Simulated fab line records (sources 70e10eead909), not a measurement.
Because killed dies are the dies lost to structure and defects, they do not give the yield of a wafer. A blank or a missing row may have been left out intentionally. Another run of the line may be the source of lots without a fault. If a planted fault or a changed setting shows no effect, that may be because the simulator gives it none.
Matching of chambers || flow nandHarc || aldHk-04 running NHARC_A_WL_FILL_ALD_10: 4 sister chambers
The step deposits SiO2, target thk 50 nm, pulse time 10 s, ald cycles 500. 16 wafers are shown with their chamber, then 8 later ones without.

## WAFERS, EACH WITH ITS CHAMBER
{"wafer": "L074.1", "chamber": 1, "heaterPowerW (W)": 448, "precursorPulseHeightRel": 0.957}
{"wafer": "L074.4", "chamber": 3, "heaterPowerW (W)": 456, "precursorPulseHeightRel": 0.995}
{"wafer": "L074.5", "chamber": 1, "heaterPowerW (W)": 441, "precursorPulseHeightRel": 1.051}
{"wafer": "L076.1", "chamber": 1, "heaterPowerW (W)": 447, "precursorPulseHeightRel": 1.009}
{"wafer": "L076.2", "chamber": 2, "heaterPowerW (W)": 432, "precursorPulseHeightRel": 1.040}
{"wafer": "L076.6", "chamber": 2, "heaterPowerW (W)": 448, "precursorPulseHeightRel": 0.990}
{"wafer": "L085.3", "chamber": 0, "heaterPowerW (W)": 464, "precursorPulseHeightRel": 0.983}
{"wafer": "L085.1", "chamber": 2, "heaterPowerW (W)": 412, "precursorPulseHeightRel": 0.979}
{"wafer": "L085.2", "chamber": 3, "heaterPowerW (W)": 458, "precursorPulseHeightRel": 1.010}
{"wafer": "L088.2", "chamber": 3, "heaterPowerW (W)": 470, "precursorPulseHeightRel": 0.993}
{"wafer": "L088.4", "chamber": 0, "heaterPowerW (W)": 469, "precursorPulseHeightRel": 0.997}
{"wafer": "L088.1", "chamber": 2, "heaterPowerW (W)": 418, "precursorPulseHeightRel": 1.050}
{"wafer": "L091.2", "chamber": 2, "heaterPowerW (W)": 417, "precursorPulseHeightRel": 1.014}
{"wafer": "L091.4", "chamber": 3, "heaterPowerW (W)": 479, "precursorPulseHeightRel": 0.994}
{"wafer": "L091.5", "chamber": 2, "heaterPowerW (W)": 417, "precursorPulseHeightRel": 1.044}
{"wafer": "L089.3", "chamber": 0, "heaterPowerW (W)": 477, "precursorPulseHeightRel": 1.020}

SIGNATURES (means of the wafers above)
{"reading": "heaterPowerW", "chamber 0": 470.00, "chamber 1": 445.33, "chamber 2": 424.00, "chamber 3": 465.75, "scatter within a chamber": 10.7}
{"reading": "precursorPulseHeightRel", "chamber 0": 1.00000, "chamber 1": 1.00567, "chamber 2": 1.01950, "chamber 3": 0.99800, "scatter within a chamber": 0.0286}
Rule: a wafer's distance from a chamber is the root of the sum, over the readings, of the square of ((its reading less the chamber's mean) divided by the reading's scatter). The wafer belongs to the nearest chamber; if the next one is less than 2 further off, it can't be placed. The scatter: the root of (the sum of the squares of (reading less its chamber's mean) over the shown wafers, divided by (wafers less chambers)).

## WAFERS WHOSE CHAMBER IS MISSING
{"wafer": "L089.2", "heaterPowerW (W)": 416, "precursorPulseHeightRel": 1.026}
{"wafer": "L089.5", "heaterPowerW (W)": 473, "precursorPulseHeightRel": 0.981}
{"wafer": "L094.1", "heaterPowerW (W)": 473, "precursorPulseHeightRel": 1.020}
{"wafer": "L094.3", "heaterPowerW (W)": 421, "precursorPulseHeightRel": 0.974}
{"wafer": "L094.5", "heaterPowerW (W)": 433, "precursorPulseHeightRel": 0.993}
{"wafer": "L095.3", "heaterPowerW (W)": 465, "precursorPulseHeightRel": 0.966}
{"wafer": "L095.2", "heaterPowerW (W)": 421, "precursorPulseHeightRel": 0.969}
{"wafer": "L095.5", "heaterPowerW (W)": 468, "precursorPulseHeightRel": 1.000}

## WHICH CHAMBER EACH ONE RAN IN
{"wafer": "L089.2", "from the rows above": 2, "in truth": 2}
{"wafer": "L089.5", "from the rows above": "can't be placed: 0 or 3 or 1", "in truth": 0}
{"wafer": "L094.1", "from the rows above": "can't be placed: 0 or 3 or 1", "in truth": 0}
{"wafer": "L094.3", "from the rows above": "can't be placed: 2 or 1", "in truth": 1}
{"wafer": "L094.5", "from the rows above": "can't be placed: 1 or 2 or 3", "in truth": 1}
{"wafer": "L095.3", "from the rows above": "can't be placed: 3 or 0 or 1", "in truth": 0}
{"wafer": "L095.2", "from the rows above": "can't be placed: 2 or 1", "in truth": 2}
{"wafer": "L095.5", "from the rows above": "can't be placed: 0 or 3 or 1", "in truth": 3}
Correctly placed: 1 of 8. Can't be placed from these rows: 7 (the true chamber is among the candidates in 7). Number placed wrongly: 0.
